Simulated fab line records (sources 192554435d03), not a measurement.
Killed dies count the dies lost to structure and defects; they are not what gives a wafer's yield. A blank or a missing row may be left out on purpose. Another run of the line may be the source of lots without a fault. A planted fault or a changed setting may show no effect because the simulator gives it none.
A struck lot beside a sound one -- flow n5-finfet -- 38 out of 1938 route steps
Sound: wafers L885.1, L885.3, L885.4. Struck: wafer L873.1 (left out: L873.3, L873.4 of the same lot, which were not struck); the cause appears at the end.
Per side, at each step with rows, come the tool, then ch with its chambers, and then its first start. Under that, the readings that differ: sound wafers -- struck wafers -- difference of the means -- sigmas: that difference in standard deviations of wafers without a fault.
alike: a reading whose means differ by less than 2 such deviations, as well as words and numbers matching on both sides. not compared: withheld readings; readings where some wafer has no value; bounds like >300 that might hide an equal value; numbers whose values overlap and for which the record gives no deviation.
Wherever a step has rows on one side only, a row that says differs or no value, or a row with sigmas, the two part there. When numbers do not overlap yet have no deviation, they are printed without sigmas and do not part them. Lack of a reading on every wafer of one side parts them only where that side has two or more wafers.

first, 12 steps without rows for these wafers: N5_SD_EPI_P_STRIP_38 (strips in N2/H2); N5_SD_EPI_P_ETCHBACK_46 (etches SiNx in CH3F/O2, stops on SiO2, target depth 17.5 nm); N5_SD_EPI_P_ETCH_47 (etches SiOCN in CH3F/O2, target depth 25 nm); N5_SD_EPI_P_ETCH_16 (etches SiO2 in CHF3/O2, target depth 5 nm); N5_SD_EPI_P_STRIP_50 (strips in CHF3/O2); N5_SD_EPI_P_SD_RECESS_17 (chemistry HBr/Cl2/O2, target depth 39.1 nm, bt time 3 s); N5_SD_EPI_P_WET_ETCH_45 (etches SiO2 in dHF, time 10.7 s, target depth 2 nm, rinse time 30 s); N5_SD_EPI_P_STRIP_40 (strips in N2/H2); N5_SD_EPI_P_PRECLEAN_52 (cleans in O3/DIW, time 60 s); N5_SD_EPI_P_SRD_20 (time 30 s); N5_SD_EPI_P_PRECLEAN_51 (cleans in NF3:NH3, afs cycles 1, time 20 s, sublimation time 60 s); N5_SD_EPI_P_VAPOR_ETCH_44 (etches SiGe30 in NF3/Ar, time 3.3 s).
N5_SD_EPI_P_EPI_21: deposits SiGe:B, time 355 s.
  sound on epi-rpcvd-01 ch 0, day 8 21:33; struck on epi-rpcvd-01 ch 0, day 6 02:04
reading,sound,struck,difference,sigmas
epi-growth-time-s (s),355 355 355,170.01,-184.99,
model.SiGe-B_of_SD_EPI_P_EPI_21.thk-nm (nm),61 61.6 62.2,31.2,-30.4,
  alike: susceptor_temp_C_max
N5_SD_EPI_P_EPI_MEAS_23:
  sound: film-metro-02 at day 9 00:28; struck: film-metro-01 at day 6 04:16
reading,sound,struck,difference,sigmas
thk-nm (nm),61.8 59.7 61.4,33.9,-27.1,-25
then, 8 steps without rows for these wafers: N5_SD_EPI_P_HM_STRIP_48 (strips SiNx in H3PO4, material SiNx, target depth 3 nm); N5_SD_EPI_P_SRD_49 (time 30 s); N5_SD_EPI_P_PRECLEAN_24 (cleans in O3/DIW, time 45 s); N5_SD_EPI_P_PRECLEAN_32 (cleans in dHF, time 10 s); N5_SD_EPI_P_PRECLEAN_33 (cleans in SC2, time 45 s); N5_SD_EPI_P_SRD_25 (time 30 s); N5_SD_ACTIVATION_RTA_00 (time 0 s); N5_SD_ACTIVATION_LSA_01 (time 0.0008 s).
N5_SD_ACTIVATION_RS_MEAS_03: the measuring method here is four-point-probe.
  sound: film-metro-02 at day 9 01:04; struck: film-metro-01 at day 6 04:52
reading,sound,struck,difference,sigmas
RS_SD_P (ohm/sq),55.3 54.5 54.2,108.1,+53.4,+74
  alike: RS_SD_N
then, 12 steps without rows for these wafers: N5_ILD0_LINER_00 (material SiNx, target thk 4 nm, pulse time 1 s, purge time 2 s); N5_ILD0_FCVD_FILL_01 (material SiO2 flowable, target thk 200 nm, time 328.3 s); N5_ILD0_CURE_02 (time 1800 s); N5_ILD0_CMP_03 (polishes, stops on SiNx, t overpolish 1.9 s, target thk 197.38 nm); N5_ILD0_CMP_07 (polishes SiO2 flowable, stops on poly-Si, t overpolish 1.18 s, target thk 138.88 nm); N5_ILD0_PRECLEAN_10 (cleans in NF3:NH3, afs cycles 5, time 20 s, sublimation time 60 s); N5_ILD0_ALD_15 (deposits SiNx, target thk 24 nm, pulse time 1 s, ald cycles 480); N5_ILD0_CMP_12 (polishes SiNx, stops on poly-Si, t overpolish 6 s, target thk 17.67 nm); N5_SDB_HM_DEP_00 (deposits SiNx from SiH4/NH3/N2, target thk 40 nm, time 35.3 s); N5_SDB_COAT_03 (time 60 s, resist thk 100 nm); N5_SDB_COAT_04 (time 60 s, resist thk 18 nm); N5_SDB_COAT_05 (resist thk 90 nm).
N5_MOL_CONTACT_COAG_ETCH_110: etches Si in CF4/O2, target depth 2.5 nm, time 8 s.
  sound on rie-diel-01 ch 0,1,2, day 10 07:35; struck on rie-diel-01 ch 0, day 7 12:11
reading,sound,struck,difference,sigmas
rf-hours-counter-h (h),89 212 12,247,+143,
model.SiGe-B_of_SD_EPI_P_EPI_21.thk-nm (nm),58 58.6 59.2,29.8,-28.8,
  alike: drypump-motor-current-A, mfc-ar-sccm, oes-product-au, rf-vpp-V, showerhead-plenum-p-Torr, throttle-valve-pct
-- a jump in the record: the struck wafers' starts before and after are 3 days apart (it breaks off in module MOL_CONTACT_COAG and resumes in module BEOL_M4, where the first step shown is number 1111 of the route) --
N5_BEOL_M4_RC_MEAS_101:
  sound on prober-01 ch 0, day 13 14:38; struck on prober-01 ch 0, day 10 22:06
reading,sound,struck,difference,sigmas
DIBL_N (mV/V),33.8 33.8 35.0,38.1,+3.9,+3
DIBL_P (mV/V),33.7 34.3 34.6,41.7,+7.5,+5
IOFF_N (nA/um),0.109 0.109 0.123,0.200,+0.086,+4
IOFF_P_LIN (nA/um),0.085 0.088 0.090,0.062,-0.026,-2
ION_N (uA/um),647 649 657,681,+30,+3
ION_P (uA/um),454 454 457,418,-37,-6
REXT_P (ohm.um),99.1 97.3 98.2,120.3,+22.1,+13
RS_SD_P (ohm/sq),65.5 65.1 64.8,127.5,+62.4,+73
SS_N (mV/dec),70.6 71.1 71.2,72.1,+1.1,+2
VT_N (mV),256.1 256.4 253.4,247.1,-8.2,-3
VT_P (mV),-252 -251 -251,-268,-17,-5
VT_P_LVT (mV),-102.1 -102.2 -101.0,-117.7,-15.9,-6
  alike: IOFF_P, IOFF_P_85C, SS_P
-- here the record skips 4 days between the struck wafers' starts before and after, leaving off in module BEOL_M4 and picking up in module PASSIVATION (first step shown: number 1936 of the route) --
N5_PASSIVATION_PROBE_49:
  sound: prober-01 at day 17 22:04; struck: prober-01 at day 15 03:49
reading,sound,struck,difference,sigmas
killed-at-contacts,13 18 16,4,-12,-2
killed-open,66 79 73,43,-30,-2
sort_bin_8_speed (%),0 0 0,88.98,+88.98,+99 or more
sort-n-pass,1084 1071 1075,52,-1025,-57
sort-yield-pct (%),91.9 90.8 91.1,4.4,-86.9,-58
  alike: defect-limited-yield, killed_at_M0_to_M3, killed_at_M4_up, killed-at-front-end, killed-at-other, killed-dies, killed-short, sort_bin_5_function, sort_bin_6_memory

WHERE THEY PART
Earliest at N5_SD_EPI_P_EPI_MEAS_23; latest, in this record, at N5_PASSIVATION_PROBE_49.

WHY: what had been put in by the simulator
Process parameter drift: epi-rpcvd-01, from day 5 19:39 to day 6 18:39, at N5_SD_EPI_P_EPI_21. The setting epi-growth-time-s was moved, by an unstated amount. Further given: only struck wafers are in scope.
